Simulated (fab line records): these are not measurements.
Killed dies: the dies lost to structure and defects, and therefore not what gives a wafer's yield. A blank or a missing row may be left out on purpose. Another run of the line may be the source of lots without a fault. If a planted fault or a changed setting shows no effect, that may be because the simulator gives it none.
Matching of chambers    flow n5Finfet    4 sister chambers for N5_BEOL_M0_SAQP_CUT_ETCH_46 on rieDiel-04
The step etches SOC in N2/H2, target depth 135 nm, overetch 27 nm, time 202.5 s. 8 wafers are shown with their chamber, then 7 later ones without.

## WAFERS, EACH WITH ITS CHAMBER
wafer   chamber  rfVppV (V)  showerheadPlenumPTorr (Torr)
L075.2  2        520.5       2.39
L078.2  1        528.7       2.70
L078.6  1        528.5       2.70
L079.1  0        525.0       2.52
L079.4  3        519.0       2.39
L079.5  0        525.0       2.52
L084.2  2        527.1       2.70
L084.3  3        519.7       2.38

## WAFERS WITH NO CHAMBER GIVEN
wafer   rfVppV (V)  showerheadPlenumPTorr (Torr)
L084.6  524.5       2.52
L092.1  528.5       2.69
L092.2  523.2       2.51
L092.5  528.2       2.69
L096.2  526.0       2.69
L096.5  523.9       2.51
L096.6  528.0       2.69

## WHICH CHAMBER EACH ONE RAN IN
wafer    from the rows above            in truth
L084.6   can't be placed: 0 or 2        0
L092.1   1                              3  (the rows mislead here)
L092.2   can't be placed: 2 or 0 or 3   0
L092.5   can't be placed: 1 or 0        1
L096.2   can't be placed: 1 or 0 or 2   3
L096.5   can't be placed: 2 or 0 or 3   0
L096.6   can't be placed: 1 or 0 or 2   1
Correct placement for 0 of the 7. Can't be placed from these rows: 6 (the true chamber is among the candidates in 5). Placed wrongly: 1.
How it was worked out, from the rows above alone: a wafer's distance from a chamber is the root of the sum, over the readings, of the square of ((its reading less the chamber's mean) divided by the reading's scatter). The wafer belongs to the nearest chamber; if the next one is less than 2 further off, it can't be placed. A chamber's mean is the mean of its shown wafers. The scatter: the root of (the sum of the squares of (reading less its chamber's mean) over the shown wafers, divided by (wafers less chambers)).
